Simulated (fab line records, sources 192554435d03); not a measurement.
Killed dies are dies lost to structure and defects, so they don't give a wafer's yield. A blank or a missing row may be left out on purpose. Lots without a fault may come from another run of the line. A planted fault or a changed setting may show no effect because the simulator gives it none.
fab line records | flow n5_finfet
record lots=13 wafers=36 last_day=17
route steps=1938 shown FIN_CUT@175 STI_FIN_REVEAL@184 PASSIVATION@1936
lots that met no fault: from a run of the same line without faults
start_h: hours from the record's first day to the start of the lot's first wafer shown | wait_h: hours since the lot's step before | " the same as in the row above | L1.1+2: a row that stands for several wafers | - no value, or no start given | * or withheld: withheld | < > ~ a bound
route shown NAME@n: a module of which the file shows steps, and the number in the route of the first | usual: mean/standard deviation of fault-free wafers | same: alike in all rows | chamber/n: place in a boat | sites: the reading at each site | _std_site: their standard deviation | _edge_site: outer sites' mean less inner sites' | radius_mm: how far each site lies from the wafer's centre | mask NAME#n: copy n | behind: the tool/chamber that last shaped the wafer | hold: why the lot was held/for how many hours/how that ended | device: the transistor (n, p or np) that didn't switch | end of line: the same wafers' tests at the end of the route | a step without rows: its recipe alone | killed: dies lost to structure and defects at the first sort, not the wafer's yield | map: a wafer's dies, x killed, . not, _ none there
set.NAME: the setting as run; set.NAME@STEP: as run at that earlier step | model.NAME: the simulator's own value behind a step, which no gauge read
steps of the route over a sample of lots; a table a step, a row a wafer
services: from which hour (start_h, from the record's first day; less than 0 if before it) a tool's chamber was out of use, for how many hours, and why
## steps
# step N5_FIN_CUT_PRECLEAN_35
# recipe time_s=13.3 temp_c=45 pressure_torr=125 p_hf_torr=3 p_coreactant_torr=25 chemistry=vHF
# usual drypump_motor_current_A=5.9/0.33 pressure_torr=124.99/0.26 temp_c=44.99/0.1
# same time_s=13.3
# columns lot.wafer tool chamber start_h wait_h drypump_motor_current_A pressure_torr temp_c
L475.3 vapor_etch-02 0 29.26 0.1 5.6 125.00 44.97
L475.4 " 1 " " 6.5 125.11 44.96
L475.5 " 0 " " 5.6 124.92 45.04
L476.2 vapor_etch-01 1 34.27 0.1 5.7 125.40 44.86
L476.3 " 0 " " 5.8 124.81 44.90
L476.5 " 1 " " 5.7 125.11 44.96
L477.1 vapor_etch-01 1 39.77 0.0 5.7 124.81 45.27
L477.2 " 0 " " 5.8 124.93 44.97
L477.4 " 1 " " 5.7 125.55 45.12
L478.4 vapor_etch-01 0 45.95 0.1 5.8 124.72 44.73
L478.5 " 1 " " 5.7 125.00 44.91
L478.6 " 0 " " 5.8 125.09 44.98
L479.2 vapor_etch-02 1 51.98 0.0 6.4 124.84 45.13
L479.3 " 1 " " 6.5 124.99 44.93
L479.6 " 0 " " 5.6 125.09 44.97
L484.4 vapor_etch-02 0 81.88 0.1 5.6 125.12 44.93
L484.5 " 1 " " 6.5 125.00 44.99
L484.6 " 0 " " 5.6 124.82 45.08
L485.2 vapor_etch-02 1 88.43 0.0 6.5 125.01 45.08
L485.4 " 1 " " 6.5 124.96 44.99
L485.6 " 0 " " 5.6 125.37 44.83
L486.1 vapor_etch-01 1 95.21 0.0 5.7 124.89 45.14
L486.5 " 0 " " 5.8 124.92 45.06
L489.1 vapor_etch-02 1 111.35 0.0 6.5 124.82 45.13
L489.3 " 1 " " 6.5 124.62 44.92
L489.4 " 0 " " 5.6 125.02 45.06
L491.1 vapor_etch-02 0 124.04 0.0 5.6 124.92 45.04
L491.2 " 1 " " 6.4 124.94 45.06
L494.4 vapor_etch-01 1 145.55 0.0 5.7 124.30 44.94
L494.6 " 0 " " 5.7 125.17 44.92
L495.2 vapor_etch-01 1 150.50 0.0 5.7 125.44 45.20
L495.3 " 0 " " 5.7 125.50 45.09
L495.6 " 1 " " 5.7 125.33 44.98
L498.2 vapor_etch-01 0 166.11 0.0 5.8 124.71 44.90
L498.3 " 0 " " 5.8 124.58 45.02
L498.5 " 1 " " 5.7 124.60 45.02
# step N5_STI_FIN_REVEAL_ALD_14
# recipe material=Si3N4 target_thk_a=30 temp_c=400 ald_precursor_family=SiH2I2 ald_co_reactant=N2/H2-plasma pressure_torr=2
# usual heater_power_w=841/91
# columns lot.wafer tool chamber start_h wait_h heater_power_w
L475.3 ald_sin-01 0 29.69 0.0 938
L475.4 " 2 " " 700
L475.5 " 1 " " 847
L476.2 ald_sin-02 0 34.81 0.0 758
L476.3 " 2 " " 707
L476.5 " 3 " " 1014
L477.1 ald_sin-01 0 40.57 0.0 939
L477.2 " 2 " " 722
L477.4 " 1 " " 814
L478.4 ald_sin-02 1 46.47 0.0 778
L478.5 " 0 " " 734
L478.6 " 1 " " 776
L479.2 ald_sin-01 3 52.50 0.0 983
L479.3 " 1 " " 821
L479.6 " 3 " " 937
L484.4 ald_sin-03 1 82.35 0.0 866
L484.5 " 3 " " 758
L484.6 " 2 " " 881
L485.2 ald_sin-03 1 89.03 0.0 851
L485.4 " 2 " " 872
L485.6 " 1 " " 857
L486.1 ald_sin-03 2 95.76 0.0 872
L486.5 " 2 " " 884
L489.1 ald_sin-01 2 111.80 0.0 717
L489.3 " 1 " " 811
L489.4 " 3 " " 952
L491.1 ald_sin-03 2 124.49 0.0 890
L491.2 " 3 " " 742
L494.4 ald_sin-03 3 145.99 0.0 760
L494.6 " 2 " " 876
L495.2 ald_sin-02 1 151.04 0.0 815
L495.3 " 2 " " 701
L495.6 " 2 " " 706
L498.2 ald_sin-01 0 166.57 0.0 967
L498.3 " 2 " " 723
L498.5 " 3 " " 961
# step N5_STI_FIN_REVEAL_DENSIFY_30
# recipe temp_c=* time_s=* ambient=N2 idle_temp_c=600 ramp_up_c_per_s=150 ramp_down_c_per_s=60 cool_to_c=600
# usual lamp_power_pct=11.54/0.054 wafer_temp_C_max=*
# same time_s=*
# columns lot.wafer tool chamber start_h wait_h lamp_power_pct wafer_temp_C_max
L475.3 rtp_anneal-02 0 35.16 0.1 11.55 *
L475.4 " 0 " " 11.57 *
L475.5 " 0 " " 11.61 *
L476.2 rtp_anneal-01 0 40.21 0.1 11.60 *
L476.3 " 0 " " 11.52 *
L476.5 " 0 " " 11.53 *
L477.1 rtp_anneal-01 0 45.95 0.0 11.53 *
L477.2 " 0 " " 11.50 *
L477.4 " 0 " " 11.49 *
L478.4 rtp_anneal-01 0 52.52 0.1 11.50 *
L478.5 " 0 " " 11.60 *
L478.6 " 0 " " 11.63 *
L479.2 rtp_anneal-01 0 57.91 0.1 11.52 *
L479.3 " 0 " " 11.57 *
L479.6 " 0 " " 11.56 *
L484.4 rtp_anneal-02 0 87.80 0.1 11.58 *
L484.5 " 0 " " 11.45 *
L484.6 " 0 " " 11.49 *
L485.2 rtp_anneal-02 0 94.62 0.3 11.49 *
L485.4 " 0 " " 11.48 *
L485.6 " 0 " " 11.60 *
L486.1 rtp_anneal-01 0 101.12 0.0 11.52 *
L486.5 " 0 " " 11.56 *
L489.1 rtp_anneal-01 0 117.16 0.0 11.58 *
L489.3 " 0 " " 11.42 *
L489.4 " 0 " " 11.58 *
L491.1 rtp_anneal-01 0 129.87 0.0 11.56 *
L491.2 " 0 " " 11.55 *
L494.4 rtp_anneal-02 0 151.54 0.2 11.66 *
L494.6 " 0 " " 11.50 *
L495.2 rtp_anneal-01 0 156.44 0.1 11.57 *
L495.3 " 0 " " 11.55 *
L495.6 " 0 " " 11.56 *
L498.2 rtp_anneal-01 0 171.97 0.1 11.40 *
L498.3 " 0 " " 11.48 *
L498.5 " 0 " " 11.50 *
# step N5_STI_FIN_REVEAL_STRIP_35
# recipe chemistry=H3PO4 material=Si3N4 temp_c=165 target_depth_a=40 time_s=39
# usual bath_guard_temp_C=165.0/0.54 bath_heat_duty_pct=28/3.5 temp_c=164.98/0.13 time_s=39/0
# columns lot.wafer tool chamber start_h wait_h bath_guard_temp_C bath_heat_duty_pct temp_c time_s
L475.3 wet_bench-01 5 38.37 0.1 165.3 26 164.86 39
L475.4 " 6 " " 164.4 29 165.16 39
L475.5 " 2 " " 164.5 28 164.98 39
L476.2 wet_bench-05 4 43.14 0.2 165.2 35 164.95 39
L476.3 " 6 " " 164.7 27 165.02 39
L476.5 " 0 " " 165.2 34 164.89 39
L477.1 wet_bench-01 7 49.26 0.2 - - - -
L477.2 " 1 " " - - - -
L477.4 " 4 " " - - - -
L478.4 wet_bench-06 6 55.37 0.1 - - - -
L478.5 " 0 " " - - - -
L478.6 " 1 " " - - - -
L479.2 wet_bench-06 1 60.83 0.2 164.9 26 165.33 39
L479.3 " 4 " " 164.8 26 164.88 39
L479.6 " 5 " " 164.8 25 165.07 39
L484.4 wet_bench-06 0 90.62 0.1 164.9 27 165.08 39
L484.5 " 5 " " 164.5 24 164.83 39
L484.6 " 1 " " 165.1 24 165.09 39
L485.2 wet_bench-06 1 97.50 0.2 164.9 27 165.12 39
L485.4 " 2 " " 165.0 24 164.72 39
L485.6 " 4 " " 164.8 29 164.94 39
L486.1 wet_bench-05 7 104.31 0.2 164.2 26 164.97 39
L486.5 " 5 " " 164.4 27 164.99 39
L489.1 wet_bench-06 6 120.07 0.2 165.0 32 164.81 39
L489.3 " 7 " " 165.5 26 164.92 39
L489.4 " 3 " " 165.5 31 165.15 39
L491.1 wet_bench-01 0 132.81 0.2 164.8 34 164.95 39
L491.2 " 3 " " 164.1 33 164.85 39
L494.4 wet_bench-01 2 154.52 0.1 165.0 33 165.03 39
L494.6 " 0 " " 164.5 33 165.11 39
L495.2 wet_bench-01 7 159.33 0.2 164.2 25 164.93 39
L495.3 " 0 " " 164.7 34 165.15 39
L495.6 " 3 " " 164.6 31 164.84 39
L498.2 wet_bench-06 0 175.32 0.2 164.9 28 164.83 39
L498.3 " 5 " " 164.3 24 165.19 39
L498.5 " 7 " " 165.3 26 165.20 39
# step N5_STI_FIN_REVEAL_FIN_H_MEAS_10
# usual trench_depth_nm=52.3/0.62
# columns lot.wafer tool chamber start_h wait_h trench_depth_nm
L475.3 ocd-01 - 38.74 0.0 51.5
L475.4 " - " " 51.3
L475.5 " - " " 51.6
L476.2 ocd-02 - 43.45 0.0 52.5
L476.3 " - " " 52.5
L476.5 " - " " 52.7
L477.1 ocd-02 - 49.52 0.0 49.3
L477.2 " - " " 47.7
L477.4 " - " " 48.5
L478.4 ocd-02 - 55.74 0.0 49.4
L478.5 " - " " 49.5
L478.6 " - " " 48.8
L479.2 ocd-02 - 61.08 0.0 52.3
L479.3 " - " " 51.7
L479.6 " - " " 52.7
L484.4 ocd-02 - 90.88 0.0 50.1
L484.5 " - " " 50.6
L484.6 " - " " 51.2
L485.2 ocd-01 - 97.76 0.0 52.2
L485.4 " - " " 52.6
L485.6 " - " " 52.2
L486.1 ocd-01 - 104.56 0.0 53.0
L486.5 " - " " 52.7
L489.1 ocd-02 - 120.33 0.0 52.2
L489.3 " - " " 51.4
L489.4 " - " " 51.8
L491.1 ocd-01 - 133.07 0.0 52.7
L491.2 " - " " 52.2
L494.4 ocd-01 - 154.77 0.0 52.2
L494.6 " - " " 52.4
L495.2 ocd-02 - 159.59 0.0 51.8
L495.3 " - " " 51.0
L495.6 " - " " 52.0
L498.2 ocd-01 - 175.58 0.0 53.4
L498.3 " - " " 51.7
L498.5 " - " " 52.6
# step N5_PASSIVATION_PROBE_49
# usual killed_at_M0_to_M3=31/11 killed_at_M4_up=14/5.1 killed_at_contacts=12/5.6 killed_at_front_end=42/12 killed_at_other=3.8/2.9 killed_dies=103/18 killed_open=67/14 killed_short=33/8
# same gross_dies=1180 killed_at_back_side=0
# columns lot.wafer tool chamber start_h wait_h killed_at_M0_to_M3 killed_at_M4_up killed_at_contacts killed_at_front_end killed_at_other killed_dies killed_open killed_short
L476.2 prober-02 - 291.91 0.9 41 10 22 36 0 109 72 34
L476.3 prober-02 - 291.96 0.9 39 7 15 54 2 117 76 40
L476.5 prober-02 - 292.06 1.0 40 8 15 25 6 94 65 26
L475.3 prober-02 - 304.33 0.1 29 13 7 34 6 89 50 35
L475.4 prober-02 - 304.38 0.2 25 20 7 31 5 88 62 18
L475.5 prober-02 - 304.43 0.2 28 23 9 29 1 90 56 31
L477.1 prober-01 - 306.22 0.0 26 12 7 34 8 87 53 33
L477.2 prober-01 - 306.27 0.1 34 10 5 55 6 110 73 33
L477.4 prober-01 - 306.37 0.2 28 8 20 81 5 142 82 48
L479.2 prober-02 - 314.68 0.1 33 19 10 57 2 121 80 37
L479.3 prober-02 - 314.73 0.2 20 13 16 60 1 110 73 34
L479.6 prober-02 - 314.88 0.3 47 20 5 47 1 120 69 50
L484.4 prober-02 - 349.86 2.6 8 12 7 44 6 77 45 31
L484.5 prober-02 - 349.91 2.6 14 21 4 41 12 92 58 30
L484.6 prober-02 - 349.96 2.7 13 14 9 42 3 81 50 30
L486.1 prober-01 - 364.64 0.0 26 9 13 36 6 90 53 31
L486.5 prober-01 - 364.84 0.2 26 14 16 34 8 98 57 37
L485.2 prober-02 - 367.96 0.1 23 11 14 54 2 104 73 30
L485.4 prober-02 - 368.06 0.2 19 13 15 55 0 102 67 29
L485.6 prober-02 - 368.16 0.3 42 10 7 34 2 95 76 19
L489.1 prober-01 - 379.42 0.0 20 10 20 45 3 98 69 28
L489.3 prober-01 - 379.52 0.1 38 14 18 56 1 127 104 23
L489.4 prober-01 - 379.57 0.2 35 9 25 35 6 110 74 35
L491.1 prober-02 - 384.22 0.0 48 5 13 77 2 145 97 38
L491.2 prober-02 - 384.27 0.1 40 10 9 46 3 108 68 39
L494.4 prober-02 - 386.04 0.2 16 14 5 38 8 81 55 26
L494.6 prober-02 - 386.14 0.3 12 21 9 26 4 72 47 19
L495.2 prober-01 - 407.40 0.1 52 19 26 55 4 156 106 48
L495.3 prober-01 - 407.45 0.1 22 17 30 47 12 128 76 49
L495.6 prober-01 - 407.60 0.3 38 14 23 37 3 115 85 29
L498.2 prober-01 - 416.41 0.1 36 10 9 47 5 107 70 31
L498.3 prober-01 - 416.46 0.1 27 19 14 48 2 110 72 38
L498.5 prober-01 - 416.56 0.2 19 12 7 47 2 87 56 31
# killed by level:class
L476.2 MOL_CONTACT_COAG:geometric_particle:open=19 BEOL_M0_SAQP:geometric_particle:short=15 BEOL_M0_SAQP:geometric_particle:open=14 GATE_CUT:geometric_particle:short=6 BEOL_M2:geometric_particle:open=6 STI_FIN_REVEAL:geometric_particle:open=5 FIN_SAQP:geometric_particle:open=4 SPACER0:geometric_particle:open=4
L476.3 FIN_SAQP:geometric_particle:open=16 BEOL_M0_SAQP:geometric_particle:open=15 MOL_CONTACT_COAG:geometric_particle:open=13 BEOL_M0_SAQP:geometric_particle:short=13 STI_FIN_REVEAL:geometric_particle:open=10 BEOL_M2:geometric_particle:short=5 STARTING-WAFER:geometric_particle:open=5 FIN_SAQP:geometric_particle:short=3
L476.5 BEOL_M0_SAQP:geometric_particle:open=14 MOL_CONTACT_COAG:geometric_particle:open=13 BEOL_M0_SAQP:geometric_particle:short=13 PASS1_CAP:geometric_particle:open=6 BEOL_M3:geometric_particle:open=5 STARTING-WAFER:geometric_particle:open=5 STARTING-WAFER:geometric_particle:short=5 BEOL_M1:geometric_particle:open=4
L475.3 STI_FIN_REVEAL:geometric_particle:open=10 BEOL_M0_SAQP:geometric_particle:open=7 BEOL_M3:geometric_particle:open=5 FIN_SAQP:geometric_particle:open=4 FIN_SAQP:geometric_particle:short=4 MOL_CONTACT_COAG:geometric_particle:open=4 STARTING-WAFER:geometric_particle:short=4 BEOL_M4:geometric_particle:short=4
L475.4 BEOL_M4:geometric_particle:open=12 FIN_SAQP:geometric_particle:open=9 HKMG_FIN:area_etch=8 MOL_CONTACT_COAG:geometric_particle:open=7 BEOL_M0_SAQP:geometric_particle:short=7 BEOL_M1:geometric_particle:open=7 STI_FIN_REVEAL:geometric_particle:open=6 GATE_CUT:geometric_particle:short=4
L475.5 BEOL_M4:geometric_particle:open=10 MOL_CONTACT_COAG:geometric_particle:open=8 STI_FIN_REVEAL:geometric_particle:open=7 BEOL_M4:geometric_particle:short=7 FIN_SAQP:geometric_particle:short=6 BEOL_M0_SAQP:geometric_particle:short=6 BEOL_M1:geometric_particle:open=5 BEOL_M3:geometric_particle:open=5
L477.1 STI_FIN_REVEAL:geometric_particle:open=13 BEOL_M3:geometric_particle:short=9 FIN_SAQP:geometric_particle:open=8 BEOL_M5:geometric_particle:open=6 MOL_CONTACT_COAG:geometric_particle:open=5 BEOL_M0_SAQP:geometric_particle:open=5 BEOL_M0_SAQP:geometric_particle:short=4 BEOL_M2:geometric_particle:open=4
L477.2 FIN_SAQP:geometric_particle:open=21 STI_FIN_REVEAL:geometric_particle:open=10 FIN_SAQP:geometric_particle:short=9 BEOL_M0_SAQP:geometric_particle:short=8 BEOL_M2:geometric_particle:open=7 BEOL_M4:geometric_particle:open=7 BEOL_M3:geometric_particle:open=6 STARTING-WAFER:geometric_particle:short=5
L477.4 STI_FIN_REVEAL:geometric_particle:open=21 MOL_CONTACT_COAG:geometric_particle:open=16 FIN_SAQP:geometric_particle:short=13 BEOL_M2:geometric_particle:open=9 HKMG_FIN:area_etch=8 FIN_SAQP:geometric_particle:open=6 STI_FIN_REVEAL:geometric_particle:short=6 BEOL_M0_SAQP:geometric_particle:short=6
L479.2 STI_FIN_REVEAL:geometric_particle:open=26 BEOL_M0_SAQP:geometric_particle:open=14 MOL_CONTACT_COAG:geometric_particle:open=10 FIN_SAQP:geometric_particle:short=9 BEOL_M0_SAQP:geometric_particle:short=5 BEOL_M1:geometric_particle:open=5 GATE_CUT:geometric_particle:short=4 BEOL_M5:geometric_particle:open=4
L479.3 STI_FIN_REVEAL:geometric_particle:open=16 MOL_CONTACT_COAG:geometric_particle:open=16 FIN_SAQP:geometric_particle:short=10 FIN_SAQP:geometric_particle:open=9 BEOL_M0_SAQP:geometric_particle:open=6 BEOL_M4:geometric_particle:open=6 BEOL_M1:geometric_particle:open=5 BEOL_M0_SAQP:geometric_particle:short=5
L479.6 BEOL_M0_SAQP:geometric_particle:short=15 BEOL_M0_SAQP:geometric_particle:open=14 FIN_SAQP:geometric_particle:short=9 GATE_CUT:geometric_particle:short=9 BEOL_M4:geometric_particle:open=9 BEOL_M1:geometric_particle:open=8 STI_FIN_REVEAL:geometric_particle:open=8 FIN_SAQP:geometric_particle:open=7
L484.4 FIN_SAQP:geometric_particle:open=8 FIN_SAQP:geometric_particle:short=6 STI_FIN_REVEAL:geometric_particle:open=6 GATE_CUT:geometric_particle:short=6 MOL_CONTACT_COAG:geometric_particle:open=6 DUMMY_GATE:geometric_particle:short=4 DUMMY_GATE:geometric_particle:open=4 BEOL_M5:geometric_particle:open=4
L484.5 FIN_SAQP:geometric_particle:open=8 DUMMY_GATE:geometric_particle:open=8 FIN_SAQP:geometric_particle:short=7 BEOL_M4:geometric_particle:open=7 BEOL_M5:geometric_particle:open=6 PAD_METAL:geometric_particle:short=4 GATE_CUT:geometric_particle:short=3 BEOL_M0_SAQP:geometric_particle:open=3
L484.6 FIN_SAQP:geometric_particle:open=11 FIN_SAQP:geometric_particle:short=9 MOL_CONTACT_COAG:geometric_particle:open=8 DUMMY_GATE:geometric_particle:open=4 BEOL_M1:geometric_particle:open=4 BEOL_M4:geometric_particle:open=4 STI_FIN_REVEAL:geometric_particle:open=3 GATE_CUT:geometric_particle:short=3
L486.1 MOL_CONTACT_COAG:geometric_particle:open=9 FIN_SAQP:geometric_particle:short=6 BEOL_M3:geometric_particle:open=6 GATE_CUT:geometric_particle:short=5 STI_FIN_REVEAL:geometric_particle:open=5 BEOL_M0_SAQP:geometric_particle:open=5 BEOL_M2:geometric_particle:open=5 MOL_CONTACT_COAG:geometric_particle:short=4
L486.5 MOL_CONTACT_COAG:geometric_particle:open=12 FIN_SAQP:geometric_particle:open=7 BEOL_M3:geometric_particle:open=7 DUMMY_GATE:geometric_particle:open=6 BEOL_M0_SAQP:geometric_particle:open=6 BEOL_M2:geometric_particle:short=6 FIN_SAQP:geometric_particle:short=5 BEOL_M4:geometric_particle:open=5
L485.2 FIN_SAQP:geometric_particle:open=22 MOL_CONTACT_COAG:geometric_particle:open=10 FIN_SAQP:geometric_particle:short=8 DUMMY_GATE:geometric_particle:open=7 STARTING-WAFER:geometric_particle:open=5 BEOL_M0_SAQP:geometric_particle:open=4 MOL_CONTACT_COAG:geometric_particle:short=4 BEOL_M0_SAQP:geometric_particle:short=4
L485.4 FIN_SAQP:geometric_particle:open=13 MOL_CONTACT_COAG:geometric_particle:open=11 BEOL_M1:geometric_particle:open=8 DUMMY_GATE:geometric_particle:open=7 STARTING-WAFER:geometric_particle:short=6 HKMG_FIN:area_etch=6 FIN_SAQP:geometric_particle:short=4 GATE_CUT:geometric_particle:short=4
L485.6 BEOL_M0:geometric_particle:open=10 FIN_SAQP:geometric_particle:open=9 BEOL_M0_SAQP:geometric_particle:open=9 FIN_SAQP:geometric_particle:short=8 DUMMY_GATE:geometric_particle:open=7 BEOL_M0_SAQP:geometric_particle:short=7 MOL_CONTACT_COAG:geometric_particle:open=6 BEOL_M3:geometric_particle:open=6
L489.1 MOL_CONTACT_COAG:geometric_particle:open=16 FIN_SAQP:geometric_particle:open=10 FIN_SAQP:geometric_particle:short=7 STI_FIN_REVEAL:geometric_particle:open=7 DUMMY_GATE:geometric_particle:open=6 BEOL_M2:geometric_particle:open=6 BEOL_M5:geometric_particle:open=6 MOL_CONTACT_COAG:geometric_particle:short=4
L489.3 MOL_CONTACT_COAG:geometric_particle:open=16 FIN_SAQP:geometric_particle:open=15 DUMMY_GATE:geometric_particle:open=14 BEOL_M0_SAQP:geometric_particle:open=11 STI_FIN_REVEAL:geometric_particle:open=9 BEOL_M1:geometric_particle:open=9 BEOL_M4:geometric_particle:open=7 BEOL_M2:geometric_particle:open=6
L489.4 MOL_CONTACT_COAG:geometric_particle:open=19 BEOL_M0_SAQP:geometric_particle:open=11 STI_FIN_REVEAL:geometric_particle:open=10 FIN_SAQP:geometric_particle:open=7 BEOL_M2:geometric_particle:open=6 MOL_CONTACT_COAG:geometric_particle:short=6 BEOL_M0_SAQP:geometric_particle:short=5 GATE_CUT:geometric_particle:short=4
L491.1 STI_FIN_REVEAL:geometric_particle:open=29 BEOL_M3:geometric_particle:open=13 MOL_CONTACT_COAG:geometric_particle:open=11 BEOL_M2:geometric_particle:open=11 FIN_SAQP:geometric_particle:short=10 BEOL_M1:geometric_particle:open=9 HKMG_FIN:area_etch=9 FIN_SAQP:geometric_particle:open=6
L491.2 FIN_SAQP:geometric_particle:open=15 FIN_SAQP:geometric_particle:short=13 BEOL_M0_SAQP:geometric_particle:open=11 BEOL_M3:geometric_particle:open=8 MOL_CONTACT_COAG:geometric_particle:open=8 BEOL_M0_SAQP:geometric_particle:short=7 BEOL_M1:geometric_particle:open=7 GATE_CUT:geometric_particle:short=4
L494.4 STI_FIN_REVEAL:geometric_particle:open=13 FIN_SAQP:geometric_particle:short=9 BEOL_M0_SAQP:geometric_particle:open=7 MOL_CONTACT_COAG:geometric_particle:open=5 FIN_SAQP:geometric_particle:open=4 DUMMY_GATE:geometric_particle:open=4 BEOL_M0:geometric_particle:open=4 BEOL_M4:geometric_particle:open=4
L494.6 BEOL_M4:geometric_particle:open=14 MOL_CONTACT_COAG:geometric_particle:open=7 HKMG_FIN:area_etch=6 STI_FIN_REVEAL:geometric_particle:open=3 STARTING-WAFER:geometric_particle:open=3 BEOL_M0_SAQP:geometric_particle:open=3 BEOL_M0:geometric_particle:open=3 BEOL_M3:geometric_particle:short=3
L495.2 FIN_SAQP:geometric_particle:open=21 MOL_CONTACT_COAG:geometric_particle:open=20 FIN_SAQP:geometric_particle:short=14 BEOL_M4:geometric_particle:open=14 BEOL_M2:geometric_particle:open=11 BEOL_M3:geometric_particle:open=11 BEOL_M0_SAQP:geometric_particle:open=8 BEOL_M2:geometric_particle:short=8
L495.3 MOL_CONTACT_COAG:geometric_particle:open=18 FIN_SAQP:geometric_particle:short=14 FIN_SAQP:geometric_particle:open=13 MOL_CONTACT_COAG:geometric_particle:short=12 PAD_METAL:geometric_particle:open=7 GATE_CUT:geometric_particle:short=6 BEOL_M3:geometric_particle:open=6 BEOL_M1:geometric_particle:open=5
L495.6 MOL_CONTACT_COAG:geometric_particle:open=20 BEOL_M2:geometric_particle:open=14 FIN_SAQP:geometric_particle:open=13 FIN_SAQP:geometric_particle:short=13 BEOL_M3:geometric_particle:open=8 BEOL_M1:geometric_particle:open=7 BEOL_M4:geometric_particle:open=5 BEOL_M0_SAQP:geometric_particle:open=4
L498.2 BEOL_M1:geometric_particle:open=10 FIN_SAQP:geometric_particle:open=8 FIN_SAQP:geometric_particle:short=7 STI_FIN_REVEAL:geometric_particle:open=7 MOL_CONTACT_COAG:geometric_particle:open=7 HKMG_FIN:area_etch=6 BEOL_M0:geometric_particle:open=5 DUMMY_GATE:geometric_particle:open=4
L498.3 STI_FIN_REVEAL:geometric_particle:open=9 MOL_CONTACT_COAG:geometric_particle:open=9 BEOL_M4:geometric_particle:open=9 FIN_SAQP:geometric_particle:open=8 BEOL_M3:geometric_particle:open=7 FIN_SAQP:geometric_particle:short=6 BEOL_M1:geometric_particle:open=5 MOL_CONTACT_COAG:geometric_particle:short=5
L498.5 FIN_SAQP:geometric_particle:open=15 FIN_SAQP:geometric_particle:short=10 MOL_CONTACT_COAG:geometric_particle:open=7 STI_FIN_REVEAL:geometric_particle:open=5 BEOL_M2:geometric_particle:open=5 STI_FIN_REVEAL:geometric_particle:short=3 GATE_CUT:geometric_particle:short=3 BEOL_M0_SAQP:geometric_particle:short=3
## services
# columns tool chamber start_h hours kind
ald_sin-03 0 7.88 - clean
ald_sin-03 1 7.88 - clean
ald_sin-03 2 7.88 - clean
ald_sin-03 3 7.88 - clean
wet_bench-01 - 29.23 1.9 pm
ald_sin-02 - 85.25 14.0 pm
ald_sin-02 0 85.25 14.0 vent_cycle
ald_sin-02 1 85.25 14.0 vent_cycle
ald_sin-02 2 85.25 14.0 vent_cycle
ald_sin-02 3 85.25 14.0 vent_cycle
ald_sin-02 0 99.25 - clean
ald_sin-02 1 99.25 - clean
ald_sin-02 2 99.25 - clean
ald_sin-02 3 99.25 - clean
vapor_etch-02 - 137.77 0.8 repair
wet_bench-06 - 138.05 2.8 repair
ald_sin-03 1 155.05 4.3 repair
## key
first_sign step=N5_STI_FIN_REVEAL_STRIP_35 reading=tool_record direction=missing
effect step=N5_STI_FIN_REVEAL_FIN_H_MEAS_10 reading=trench_depth_nm direction=down sigmas=5.4 usual=52.3 struck=48.9
met_at N5_STI_FIN_REVEAL_STRIP_35
struck_lots L477,L478
rows_end L478.4,L478.5,L478.6
tester_left_out L477
not_acting_at N5_FIN_CUT_PRECLEAN_35,N5_STI_FIN_REVEAL_ALD_14,N5_STI_FIN_REVEAL_DENSIFY_30
onset_between 38.37 49.26
fault kind=skipped_step_whole tool=wet_bench-01,wet_bench-06 chamber=- onset_h=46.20 steps=N5_STI_FIN_REVEAL_STRIP_35 scope=struck_lots_only
# tester_left_out: of these lots the tester's yield and bins aren't shown, on N5 and GAA mostly nor the transistor test; their killed dies are dies lost to structure and defects alone, not to doping, threshold or leakage, so they don't give the yield
# rows_end: these wafers met a further fault down the route, and their rows from its step on are left out
